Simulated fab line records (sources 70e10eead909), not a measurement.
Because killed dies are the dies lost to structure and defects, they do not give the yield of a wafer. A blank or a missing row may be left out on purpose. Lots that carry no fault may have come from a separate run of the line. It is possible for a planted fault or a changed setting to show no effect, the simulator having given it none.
fab line records + flow nand_harc
record:
- lots: 14
- wafers: 42
- last_day: 32
route steps=1302 shown A_BLC@1132 A_M0@1156 A_M1@1183
lots that met no fault: from a run of the same line without faults
start_h: start of the lot's first displayed wafer, in hours after the record's first day + wait_h: how many hours have passed since the lot's step before this one + " as in the row above + L1.1+2: a row that stands for several wafers + - no value, or no start was given + * or withheld: withheld + < > ~ a bound
route shown NAME@n: NAME is a module with steps in the file, n the number in the route of the first one + usual: mean/standard deviation of fault-free wafers + same: alike in all rows + chamber/n: place in a boat + sites: each site's reading + _std_site: standard deviation across them + _edge_site: mean of outer sites minus mean of inner sites + radius_mm: how far each site lies from the wafer's centre + mask NAME#n: copy n + behind: the last tool/chamber to shape the wafer + hold: why the lot went on hold/how many hours it stayed there/how the hold came to an end + device: the n, p or np transistor that did not switch + end of line: tests run on the same wafers once the route is complete + where a step has no rows: the recipe by itself + killed: dies lost to structure and defects at the first sort, not the wafer's yield + map: shows each die of a wafer: x if killed, . if not, _ if none is there
set.NAME: the run value of the setting; set.NAME@STEP: its run value at that earlier step + model.NAME: the simulator's own value behind a step, which no gauge read
route steps across a sampled set of lots; one table per step, one row per wafer
services: from which hour (start_h, from the record's first day; less than 0 if before it) a tool's chamber was out of use, for how many hours, and why
== steps ==
step: NHARC_A_BLC_CVD_24
recipe:
- target_thk_a: 1500
- temp_c: 300
- pressure_torr: 40
- wf6_flow_sccm: 40
- h2_flow_sccm: 1600
- ar_flow_sccm: 1560
- time_s: 434
- material: W
usual:
- chamber_pressure_Torr: 40.01/0.084
- heater_power_w: 459/34
- throttle_valve_pct: 7.93/0.17
| lot.wafer | tool     | chamber | start_h | wait_h | chamber_pressure_Torr | heater_power_w | throttle_valve_pct |
|-----------|----------|---------|---------|--------|-----------------------|----------------|--------------------|
| L915.2    | cvd_w-01 | 1       | -       | -      | 40.01                 | 460            | 8.20               |
| L915.1    | "        | 0       | "       | "      | 39.89                 | 433            | 8.00               |
| L915.5    | "        | 1       | "       | "      | 40.01                 | 462            | 8.10               |
| L919.3    | cvd_w-02 | 0       | -       | -      | 40.15                 | 495            | 8.47               |
| L919.4    | "        | 1       | "       | "      | 40.07                 | 503            | 8.07               |
| L919.6    | "        | 1       | "       | "      | 40.08                 | 512            | 7.97               |
| L918.2    | cvd_w-02 | 1       | -       | -      | 40.04                 | 524            | 8.10               |
| L918.1    | "        | 0       | "       | "      | 39.84                 | 494            | 8.04               |
| L918.4    | "        | 0       | "       | "      | 40.06                 | 495            | 8.09               |
| L924.2    | cvd_w-01 | 1       | -       | -      | 40.11                 | 455            | 7.91               |
| L924.4    | "        | 0       | "       | "      | 39.93                 | 410            | 7.64               |
| L924.5    | "        | 0       | "       | "      | 39.99                 | 414            | 7.54               |
| L925.2    | cvd_w-02 | 1       | -       | -      | 39.96                 | 506            | 8.17               |
| L925.3    | "        | 1       | "       | "      | 40.00                 | 496            | 8.15               |
| L925.4    | "        | 0       | "       | "      | 39.94                 | 483            | 8.03               |
| L927.2    | cvd_w-01 | 0       | -       | -      | 39.96                 | 417            | 7.99               |
| L927.1    | "        | 1       | "       | "      | 40.04                 | 448            | 7.86               |
| L927.4    | "        | 1       | "       | "      | 40.01                 | 464            | 7.96               |
| L929.1    | cvd_w-02 | 1       | -       | -      | 40.03                 | 479            | 7.85               |
| L929.4    | "        | 0       | "       | "      | 40.11                 | 467            | 7.95               |
| L929.3    | "        | 1       | "       | "      | 40.03                 | 486            | 7.94               |
| L928.2    | cvd_w-02 | 0       | -       | -      | 40.00                 | 471            | 7.87               |
| L928.4    | "        | 1       | "       | "      | 39.87                 | 502            | 7.76               |
| L928.6    | "        | 1       | "       | "      | 40.09                 | 501            | 7.95               |
| L930.3    | cvd_w-01 | 0       | -       | -      | 39.94                 | 424            | 7.82               |
| L930.4    | "        | 1       | "       | "      | 40.11                 | 455            | 7.73               |
| L930.5    | "        | 1       | "       | "      | 40.02                 | 453            | 7.97               |
| L935.2    | cvd_w-01 | 0       | -       | -      | 40.20                 | 413            | 7.84               |
| L935.5    | "        | 1       | "       | "      | 40.06                 | 465            | 8.13               |
| L935.6    | "        | 0       | "       | "      | 40.00                 | 415            | 7.77               |
| L933.1    | cvd_w-01 | 0       | -       | -      | 40.05                 | 405            | 7.92               |
| L933.5    | "        | 1       | "       | "      | 40.12                 | 464            | 7.88               |
| L933.6    | "        | 0       | "       | "      | 39.80                 | 403            | 7.90               |
| L934.2    | cvd_w-01 | 1       | -       | -      | 40.14                 | 461            | 7.83               |
| L934.3    | "        | 0       | "       | "      | 39.89                 | 414            | 7.80               |
| L934.6    | "        | 1       | "       | "      | 40.09                 | 452            | 7.84               |
| L937.1    | cvd_w-01 | 0       | -       | -      | 40.01                 | 410            | 7.87               |
| L937.3    | "        | 0       | "       | "      | 40.02                 | 407            | 7.94               |
| L937.6    | "        | 1       | "       | "      | 40.07                 | 440            | 7.84               |
| L936.2    | cvd_w-02 | 0       | -       | -      | 40.21                 | 476            | 7.90               |
| L936.3    | "        | 0       | "       | "      | 40.05                 | 477            | 8.01               |
| L936.6    | "        | 1       | "       | "      | 40.04                 | 501            | 7.94               |
step: NHARC_A_M0_DEGAS_28
recipe:
- temp_c: 250
- time_s: 60
usual:
- heater_power_w: 328/38
| lot.wafer | tool           | chamber | start_h | wait_h | heater_power_w |
|-----------|----------------|---------|---------|--------|----------------|
| L915.2    | pvd_sputter-02 | -       | 529.93  | -      | 276            |
| L915.1    | "              | -       | "       | "      | 311            |
| L915.5    | "              | -       | "       | "      | 346            |
| L919.3    | pvd_sputter-01 | -       | 552.16  | -      | 444            |
| L919.4    | "              | -       | "       | "      | 340            |
| L919.6    | "              | -       | "       | "      | 308            |
| L918.2    | pvd_sputter-01 | -       | 554.16  | -      | 338            |
| L918.4    | "              | -       | "       | "      | 436            |
| L918.1    | "              | -       | "       | "      | 310            |
| L924.2    | pvd_sputter-03 | -       | 623.29  | -      | 302            |
| L924.4    | "              | -       | "       | "      | 288            |
| L924.5    | "              | -       | "       | "      | 309            |
| L925.4    | pvd_sputter-01 | -       | 626.73  | -      | 397            |
| L925.2    | "              | -       | "       | "      | 312            |
| L925.3    | "              | -       | "       | "      | 344            |
| L927.1    | pvd_sputter-02 | -       | 628.94  | -      | 318            |
| L927.2    | "              | -       | "       | "      | 274            |
| L927.4    | "              | -       | "       | "      | 342            |
| L929.3    | pvd_sputter-01 | -       | 658.45  | -      | 298            |
| L929.1    | "              | -       | "       | "      | 345            |
| L929.4    | "              | -       | "       | "      | 398            |
| L928.2    | pvd_sputter-02 | -       | 660.52  | -      | 306            |
| L928.4    | "              | -       | "       | "      | 373            |
| L928.6    | "              | -       | "       | "      | 254            |
| L930.3    | pvd_sputter-03 | -       | 664.27  | -      | 297            |
| L930.4    | "              | -       | "       | "      | 296            |
| L930.5    | "              | -       | "       | "      | 304            |
| L935.2    | pvd_sputter-01 | -       | 708.45  | -      | 411            |
| L935.5    | "              | -       | "       | "      | 304            |
| L935.6    | "              | -       | "       | "      | 333            |
| L933.1    | pvd_sputter-01 | -       | 712.34  | -      | 412            |
| L933.5    | "              | -       | "       | "      | 328            |
| L933.6    | "              | -       | "       | "      | 346            |
| L934.3    | pvd_sputter-01 | -       | 716.10  | -      | 404            |
| L934.2    | "              | -       | "       | "      | 343            |
| L934.6    | "              | -       | "       | "      | 305            |
| L937.3    | pvd_sputter-01 | -       | 729.12  | -      | 327            |
| L937.1    | "              | -       | "       | "      | 421            |
| L937.6    | "              | -       | "       | "      | 320            |
| L936.3    | pvd_sputter-01 | -       | 731.97  | -      | 324            |
| L936.2    | "              | -       | "       | "      | 405            |
| L936.6    | "              | -       | "       | "      | 313            |
step: NHARC_A_M1_ETCH_35
recipe:
- target_depth_a: 400
- overetch_a: 120
- time_s: 43.94
- ion_energy_ev: 200
- n2_flow_sccm: 150
- h2_flow_sccm: 150
- ar_flow_sccm: 0
- rf_w: 400
- bias_w: 150
- chemistry: N2/H2
usual:
- drypump_motor_current_A: 5.9/0.46
- oes_product_au: 0.994/0.014
- rf_vpp_V: 430.8/2.5
- run_length_s: 65.3/0.38
- showerhead_plenum_p_Torr: 2.04/0.084
- throttle_valve_pct: 14.171/0.0097
| lot.wafer | tool        | chamber | start_h | wait_h | drypump_motor_current_A | oes_product_au | rf_hours_counter_h | rf_vpp_V | run_length_s | showerhead_plenum_p_Torr | throttle_valve_pct |
|-----------|-------------|---------|---------|--------|-------------------------|----------------|--------------------|----------|--------------|--------------------------|--------------------|
| L915.2    | rie_diel-08 | 0       | 533.33  | 0.1    | 5.6                     | 0.975          | 8.0                | 428.8    | 65.8         | 2.00                     | 14.187             |
| L915.1    | "           | 1       | "       | "      | 5.9                     | 0.989          | 7.8                | 430.8    | 65.4         | 2.08                     | 14.165             |
| L915.5    | "           | 1       | "       | "      | 5.9                     | 0.990          | -                  | 432.8    | 64.8         | 2.08                     | 14.187             |
| L919.4    | rie_diel-07 | 1       | 555.40  | 0.1    | 5.0                     | 0.992          | 1.9                | 432.3    | 65.3         | 2.11                     | 14.165             |
| L919.3    | "           | 3       | "       | "      | 5.6                     | 0.995          | 1.9                | 434.3    | 65.3         | 2.08                     | 14.194             |
| L919.6    | "           | 0       | "       | "      | 5.8                     | 0.966          | -                  | 435.0    | 65.8         | 2.18                     | 14.159             |
| L918.1    | rie_diel-08 | 2       | 557.36  | 0.1    | 6.6                     | 0.982          | 0.1                | 432.8    | 65.6         | 2.08                     | 14.166             |
| L918.2    | "           | 3       | "       | "      | 6.6                     | 1.003          | 0.1                | 427.9    | 64.8         | 1.90                     | 14.174             |
| L918.4    | "           | 0       | "       | "      | 5.7                     | 0.962          | 0.1                | 429.7    | 65.7         | 2.00                     | 14.156             |
| L924.4    | rie_diel-08 | 1       | 626.52  | 0.1    | 5.9                     | 0.998          | 3.3                | 431.4    | 65.2         | 2.08                     | 14.174             |
| L924.2    | "           | 2       | "       | "      | 6.5                     | 0.980          | 3.7                | 432.8    | 65.3         | 2.07                     | 14.176             |
| L924.5    | "           | 0       | "       | "      | 5.7                     | 0.990          | -                  | 427.9    | 52.7         | 2.00                     | 14.172             |
| L925.3    | rie_diel-08 | 2       | 629.84  | 0.1    | 6.5                     | 0.981          | 3.8                | 430.2    | 65.2         | 2.07                     | 14.169             |
| L925.2    | "           | 3       | "       | "      | 6.6                     | 1.000          | 4.2                | 425.4    | 65.4         | 1.89                     | 14.182             |
| L925.4    | "           | 0       | "       | "      | 5.7                     | 0.983          | 3.9                | 429.6    | 52.8         | 2.00                     | 14.159             |
| L927.2    | rie_diel-12 | 2       | 632.17  | 0.1    | 5.7                     | 1.016          | 0.0                | 429.0    | 65.0         | 2.02                     | 14.167             |
| L927.1    | "           | 3       | "       | "      | 6.3                     | 1.029          | 0.0                | 431.2    | 64.7         | 2.06                     | 14.173             |
| L927.4    | "           | 0       | "       | "      | 5.9                     | 1.004          | 0.0                | 432.6    | 65.6         | 2.10                     | 14.175             |
| L929.4    | rie_diel-12 | 2       | 661.68  | 0.1    | 5.8                     | 1.015          | 2.5                | 429.9    | 65.0         | 2.02                     | 14.159             |
| L929.3    | "           | 0       | "       | "      | 5.9                     | 1.002          | 1.8                | 430.8    | 65.1         | 2.10                     | 14.170             |
| L929.1    | "           | 1       | "       | "      | 6.5                     | 0.982          | 2.2                | 430.1    | 65.1         | 2.02                     | 14.201             |
| L928.2    | rie_diel-07 | 3       | 663.64  | 0.1    | 5.7                     | 0.990          | 0.1                | 431.1    | 65.2         | 2.08                     | 14.162             |
| L928.4    | "           | 2       | "       | "      | 6.1                     | 1.004          | 0.1                | 426.2    | 64.9         | 1.92                     | 14.170             |
| L928.6    | "           | 3       | "       | "      | 5.7                     | 0.990          | -                  | 431.6    | 65.6         | 2.08                     | 14.153             |
| L930.3    | rie_diel-07 | 3       | 667.56  | 0.1    | 5.7                     | 0.980          | 0.3                | 431.7    | 65.2         | 2.08                     | 14.188             |
| L930.4    | "           | 1       | "       | "      | 5.0                     | 0.991          | 0.3                | 432.9    | 65.1         | 2.11                     | 14.161             |
| L930.5    | "           | 2       | "       | "      | 6.1                     | 0.993          | -                  | 427.3    | 65.0         | 1.92                     | 14.178             |
| L935.2    | rie_diel-07 | 0       | 711.66  | 0.1    | 5.8                     | 1.009          | 1.5                | 435.1    | 65.8         | 2.18                     | 14.178             |
| L935.6    | "           | 2       | "       | "      | 6.1                     | 1.005          | -                  | 427.5    | 65.0         | 1.92                     | 14.191             |
| L935.5    | "           | 3       | "       | "      | 5.7                     | 0.974          | -                  | 433.2    | 65.1         | 2.08                     | 14.164             |
| L933.1    | rie_diel-07 | 0       | 715.43  | 0.1    | 5.8                     | 1.013          | 1.6                | 433.4    | 65.8         | 2.18                     | 14.171             |
| L933.6    | "           | 2       | "       | "      | 6.1                     | 1.003          | -                  | 427.4    | 65.1         | 1.92                     | 14.154             |
| L933.5    | "           | 3       | "       | "      | 5.7                     | 0.977          | -                  | 432.0    | 65.2         | 2.08                     | 14.158             |
| L934.2    | rie_diel-12 | 0       | 719.32  | 0.1    | 5.9                     | 1.008          | 4.4                | 434.5    | 65.5         | 2.10                     | 14.158             |
| L934.3    | "           | 2       | "       | "      | 5.8                     | 1.020          | 4.7                | 430.0    | 64.9         | 2.02                     | 14.153             |
| L934.6    | "           | 0       | "       | "      | 5.9                     | 1.012          | -                  | 431.9    | 64.9         | 2.10                     | 14.170             |
| L937.1    | rie_diel-08 | 2       | 732.32  | 0.1    | 6.5                     | 0.992          | 0.1                | 430.0    | 66.0         | 2.07                     | 14.185             |
| L937.3    | "           | 3       | "       | "      | 6.6                     | 1.009          | 0.0                | 428.2    | 65.5         | 1.89                     | 14.171             |
| L937.6    | "           | 2       | "       | "      | 6.5                     | 0.988          | -                  | 432.6    | 65.1         | 2.07                     | 14.168             |
| L936.3    | rie_diel-08 | 0       | 735.22  | 0.1    | 5.7                     | 0.981          | 0.2                | 428.6    | 65.7         | 1.99                     | 14.179             |
| L936.2    | "           | 2       | "       | "      | 6.6                     | 0.993          | 0.3                | 434.0    | 65.1         | 2.07                     | 14.163             |
| L936.6    | "           | 3       | "       | "      | 6.7                     | 1.000          | -                  | 426.5    | 65.3         | 1.89                     | 14.165             |
step: NHARC_A_M1_PRE_CLEAN_32
recipe:
- time_s: 12
- temp_c: 370
- rf_power_w: 300
- gas: NH3
usual:
- heater_power_w: 677/68
| lot.wafer | tool     | chamber | start_h | wait_h | heater_power_w |
|-----------|----------|---------|---------|--------|----------------|
| L915.1    | pecvd-01 | 2       | 535.90  | 0.1    | 693            |
| L915.2    | "        | 1       | "       | "      | 633            |
| L915.5    | "        | 2       | "       | "      | 684            |
| L919.3    | pecvd-04 | 0       | 557.96  | 0.1    | 693            |
| L919.4    | "        | 2       | "       | "      | 656            |
| L919.6    | "        | 0       | "       | "      | 711            |
| L918.2    | pecvd-04 | 1       | 559.92  | 0.1    | 706            |
| L918.1    | "        | 2       | "       | "      | 738            |
| L918.4    | "        | 2       | "       | "      | 748            |
| L924.2    | pecvd-01 | 1       | 629.10  | 0.1    | 673            |
| L924.5    | "        | 0       | "       | "      | 575            |
| L924.4    | "        | 1       | "       | "      | 664            |
| L925.2    | pecvd-02 | 1       | 632.83  | 0.5    | 791            |
| L925.3    | "        | 2       | "       | "      | 640            |
| L925.4    | "        | 0       | "       | "      | 670            |
| L927.2    | pecvd-02 | 0       | 634.78  | 0.1    | 630            |
| L927.1    | "        | 1       | "       | "      | 788            |
| L927.4    | "        | 2       | "       | "      | 688            |
| L929.3    | pecvd-04 | 2       | 664.31  | 0.1    | 710            |
| L929.1    | "        | 0       | "       | "      | 567            |
| L929.4    | "        | 0       | "       | "      | 576            |
| L928.2    | pecvd-04 | 2       | 666.27  | 0.1    | 703            |
| L928.6    | "        | 1       | "       | "      | 710            |
| L928.4    | "        | 0       | "       | "      | 616            |
| L930.3    | pecvd-02 | 0       | 670.20  | 0.1    | 587            |
| L930.5    | "        | 1       | "       | "      | 791            |
| L930.4    | "        | 2       | "       | "      | 660            |
| L935.2    | pecvd-04 | 1       | 714.24  | 0.1    | 757            |
| L935.6    | "        | 1       | "       | "      | 739            |
| L935.5    | "        | 0       | "       | "      | 632            |
| L933.1    | pecvd-02 | 1       | 718.35  | 0.4    | 787            |
| L933.6    | "        | 1       | "       | "      | 790            |
| L933.5    | "        | 0       | "       | "      | 579            |
| L934.2    | pecvd-04 | 0       | 721.88  | 0.1    | 640            |
| L934.3    | "        | 1       | "       | "      | 775            |
| L934.6    | "        | 0       | "       | "      | 642            |
| L937.1    | pecvd-04 | 2       | 734.88  | 0.1    | 748            |
| L937.3    | "        | 0       | "       | "      | 623            |
| L937.6    | "        | 1       | "       | "      | 769            |
| L936.3    | pecvd-04 | 0       | 737.85  | 0.1    | 523            |
| L936.2    | "        | 1       | "       | "      | 714            |
| L936.6    | "        | 1       | "       | "      | 720            |
== services ==
| tool           | chamber | start_h | hours | kind   |
|----------------|---------|---------|-------|--------|
| pecvd-04       | -       | 537.96  | 5.1   | repair |
| rie_diel-08    | -       | 544.80  | 9.0   | pm     |
| cvd_w-01       | -       | 547.96  | 13.0  | pm     |
| rie_diel-07    | 3       | 556.56  | 6.5   | repair |
| rie_diel-07    | 1       | 558.08  | 3.4   | repair |
| cvd_w-02       | -       | 569.41  | 1.3   | repair |
| pecvd-02       | 0       | 580.97  | 14.6  | repair |
| pvd_sputter-01 | -       | 582.00  | 10.0  | pm     |
| pecvd-02       | -       | 589.33  | 13.0  | pm     |
| rie_diel-08    | -       | 598.89  | 2.6   | repair |
| rie_diel-07    | -       | 601.58  | 5.2   | repair |
| rie_diel-12    | -       | 622.46  | 9.0   | pm     |
| cvd_w-01       | -       | 629.74  | 0.4   | repair |
| cvd_w-02       | -       | 631.26  | 13.0  | pm     |
| pecvd-04       | -       | 631.35  | 13.0  | pm     |
| pvd_sputter-02 | -       | 638.00  | 10.0  | pm     |
| rie_diel-07    | -       | 648.20  | 9.0   | pm     |
| rie_diel-12    | 0       | 651.99  | 9.6   | repair |
| rie_diel-12    | 1       | 662.88  | 5.0   | repair |
| cvd_w-02       | 1       | 683.98  | 4.9   | repair |
| pecvd-04       | -       | 691.77  | 0.6   | repair |
| rie_diel-08    | -       | 721.80  | 9.0   | pm     |
| cvd_w-01       | -       | 725.35  | 0.5   | repair |
| cvd_w-01       | -       | 728.96  | 13.0  | pm     |
== key ==
first_sign:
- step: NHARC_A_M1_ETCH_35
- reading: run_length_s
- direction: down
- sigmas: 33
- usual: *
- struck: *
effect none on later readings
met_at NHARC_A_M1_ETCH_35
struck_lots L924,L925
struck_wafers L924.5,L925.4
later_rows_left_out L924.5,L925.4
sort_left_out L924.5,L925.4
not_acting_at NHARC_A_BLC_CVD_24,NHARC_A_M0_DEGAS_28,NHARC_A_M1_PRE_CLEAN_32
onset_between 557.36 626.52
fault:
- kind: process_parameter_drift
- tool: rie_diel-08
- chamber: 0
- onset_h: 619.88
- steps: NHARC_A_M1_ETCH_35
- channel: time_s
- offset: *
- shape: step
- end_h: 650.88
- acts_in: *
- stated: *
sort_left_out: the simulated sort isn't trusted on such a fault, so these wafers' sort isn't shown, and their yield isn't known
later_rows_left_out: the simulator's readings of these wafers behind a module that went badly wrong aren't trusted and aren't shown, but for the sort
